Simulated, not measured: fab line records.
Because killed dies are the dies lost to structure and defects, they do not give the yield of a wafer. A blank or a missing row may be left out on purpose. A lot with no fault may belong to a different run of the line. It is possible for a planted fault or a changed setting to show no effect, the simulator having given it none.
Split-lot trial :: flow n5-finfet :: on a route of 1938 steps: 7 lots, 21 wafers read

== THE SPLIT ==
At N5_BEOL_M5_EXPOSE_08 (exposes mask M5, target cd 28 nm), the setting dose-mj was moved away from the recipe's 35.75 on 4 of the 21 wafers read, by +2.3% to +7.1%. All remaining wafers had this setting at the recipe value.

== FROM THE SPLIT TO THE READING: what the file shows between them, 2 steps ==
- N5_BEOL_M5_PEB_09: peb time 60 s
- N5_BEOL_M5_DEVELOP_10: develop time 30 s

== THE READING ==
cd-nm, in nm, at N5_BEOL_M5_CD_MEAS_11 (target cd 27.74 nm). Typical for fault-free wafers on this fab line: 28.1 nm, with standard deviation 0.31 nm.

wafer: L074.1
tool, chamber at the split: euv-scanner-01, 0
dose-mj as run: 35.75
against the recipe: recipe
cd-nm, nm: 27.5
against lot-mates on the recipe: -

wafer: L074.3
tool, chamber at the split: euv-scanner-01, 0
dose-mj as run: 36.59
against the recipe: +2.3%
cd-nm, nm: 28.5
against lot-mates on the recipe: +0.9

wafer: L074.5
tool, chamber at the split: euv-scanner-01, 0
dose-mj as run: 35.75
against the recipe: recipe
cd-nm, nm: 27.6
against lot-mates on the recipe: -

wafer: L076.1
tool, chamber at the split: euv-scanner-02, 0
dose-mj as run: 35.75
against the recipe: recipe
cd-nm, nm: 27.8
against lot-mates on the recipe: -

wafer: L076.4
tool, chamber at the split: euv-scanner-02, 0
dose-mj as run: 35.75
against the recipe: recipe
cd-nm, nm: 27.9
against lot-mates on the recipe: -

wafer: L076.5
tool, chamber at the split: euv-scanner-02, 0
dose-mj as run: 35.75
against the recipe: recipe
cd-nm, nm: 27.9
against lot-mates on the recipe: -

wafer: L077.1
tool, chamber at the split: euv-scanner-02, 0
dose-mj as run: 35.75
against the recipe: recipe
cd-nm, nm: 27.9
against lot-mates on the recipe: -

wafer: L077.4
tool, chamber at the split: euv-scanner-02, 0
dose-mj as run: 35.75
against the recipe: recipe
cd-nm, nm: 27.7
against lot-mates on the recipe: -

wafer: L077.5
tool, chamber at the split: euv-scanner-02, 0
dose-mj as run: 35.75
against the recipe: recipe
cd-nm, nm: 27.8
against lot-mates on the recipe: -

wafer: L080.1
tool, chamber at the split: euv-scanner-01, 0
dose-mj as run: 35.75
against the recipe: recipe
cd-nm, nm: 28.2
against lot-mates on the recipe: -

wafer: L080.2
tool, chamber at the split: euv-scanner-01, 0
dose-mj as run: 35.75
against the recipe: recipe
cd-nm, nm: 28.4
against lot-mates on the recipe: -

wafer: L080.6
tool, chamber at the split: euv-scanner-01, 0
dose-mj as run: 35.75
against the recipe: recipe
cd-nm, nm: 28.2
against lot-mates on the recipe: -

wafer: L082.1
tool, chamber at the split: euv-scanner-02, 0
dose-mj as run: 35.75
against the recipe: recipe
cd-nm, nm: 27.8
against lot-mates on the recipe: -

wafer: L082.4
tool, chamber at the split: euv-scanner-02, 0
dose-mj as run: 38.29
against the recipe: +7.1%
cd-nm, nm: 29.4
against lot-mates on the recipe: +1.6

wafer: L082.6
tool, chamber at the split: euv-scanner-02, 0
dose-mj as run: 35.75
against the recipe: recipe
cd-nm, nm: 27.8
against lot-mates on the recipe: -

wafer: L083.4
tool, chamber at the split: euv-scanner-02, 0
dose-mj as run: 35.75
against the recipe: recipe
cd-nm, nm: 27.8
against lot-mates on the recipe: -

wafer: L083.5
tool, chamber at the split: euv-scanner-02, 0
dose-mj as run: 37.07
against the recipe: +3.7%
cd-nm, nm: 28.8
against lot-mates on the recipe: +1.0

wafer: L083.6
tool, chamber at the split: euv-scanner-02, 0
dose-mj as run: 37.07
against the recipe: +3.7%
cd-nm, nm: 28.9
against lot-mates on the recipe: +1.1

wafer: L086.3
tool, chamber at the split: euv-scanner-02, 0
dose-mj as run: 35.75
against the recipe: recipe
cd-nm, nm: 27.8
against lot-mates on the recipe: -

wafer: L086.4
tool, chamber at the split: euv-scanner-02, 0
dose-mj as run: 35.75
against the recipe: recipe
cd-nm, nm: 27.6
against lot-mates on the recipe: -

wafer: L086.5
tool, chamber at the split: euv-scanner-02, 0
dose-mj as run: 35.75
against the recipe: recipe
cd-nm, nm: 28.0
against lot-mates on the recipe: -

FIT RESULTS
A straight line over all 21 wafers: cd-nm changes by +0.234 nm for each +1% of dose-mj; r = +0.90; the points scatter about the line by 0.22 nm.
The same after taking each lot's own level away (the mean of its wafers on the recipe; 21 wafers): +0.253 nm for each +1%; r = +0.97; scatter 0.13 nm.
That fit puts the effect of the largest move of dose-mj on the reading at 1.8 nm.
From 27.55 to 28.27 nm: that is the span of the lots' own levels, equal to 2.3 times the standard deviation above.
So the lot-to-lot level changes the slope little: the two slopes agree.
Check: with one of the wafers moved furthest among these (+7.1%) left out of the fit, the line predicts +2.16 nm for it against its lot-mates. It came out at +1.6 nm against them.

== THE OTHER SPLITS THESE WAFERS WENT THROUGH ==
Before the reading, these wafers also passed through other splits. Each is held against what the fit with the lots' levels taken away leaves over:
other split on the same wafers: N5_BEOL_M4_COAT_05 spin-rpm
wafers away from the commonest value: 9
r with cd-nm (lot level and that fit taken away): +0.26

other split on the same wafers: N5_BEOL_M4_TRENCH_ETCH_37 source-w
wafers away from the commonest value: 7
r with cd-nm (lot level and that fit taken away): -0.29

== THE WHOLE CHAIN: every reading that the file lists as answering this split, in the file's order ==
step: N5_BEOL_M5_CD_MEAS_11
what it does: target cd 27.74 nm
reading: cd-nm
change (the file's fit): +0.25 nm for each +1% of the setting
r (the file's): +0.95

step: N5_BEOL_M5_DESCUM_16
what it does: chemistry O2, time 7 s
reading: BEOL_M5.cd-nm (the simulator's own value, which no gauge read)
change (the file's fit): +0.204 nm for each +1% of the setting
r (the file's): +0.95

step: N5_BEOL_M5_ETCH_72
what it does: etches underlayer in N2/H2, target depth 6.5 nm, time 5.2 s
reading: BEOL_M5.cd-nm (the simulator's own value, which no gauge read)
change (the file's fit): +0.209 nm for each +1% of the setting
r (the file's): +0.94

step: N5_BEOL_M5_ETCH_61
what it does: etches SiARC in CF4, target depth 15.6 nm, time 26 s
reading: BEOL_M5.cd-nm (the simulator's own value, which no gauge read)
change (the file's fit): +0.221 nm for each +1% of the setting
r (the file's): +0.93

step: N5_BEOL_M5_ETCH_62
what it does: etches SOC in N2/H2, target depth 75 nm, overetch 15 nm, time 112.5 s
reading: BEOL_M5.cd-nm (the simulator's own value, which no gauge read)
change (the file's fit): +0.194 nm for each +1% of the setting
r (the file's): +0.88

step: N5_BEOL_M5_ETCH_68
what it does: etches SOC in N2/H2, target depth 80 nm, overetch 16 nm, time 120 s
reading: BEOL_M5.cd-nm (the simulator's own value, which no gauge read)
change (the file's fit): +0.268 nm for each +1% of the setting
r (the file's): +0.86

== FILE'S OWN FIT ==
cd-nm changes by +0.25 nm for each +1% of dose-mj, r = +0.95.
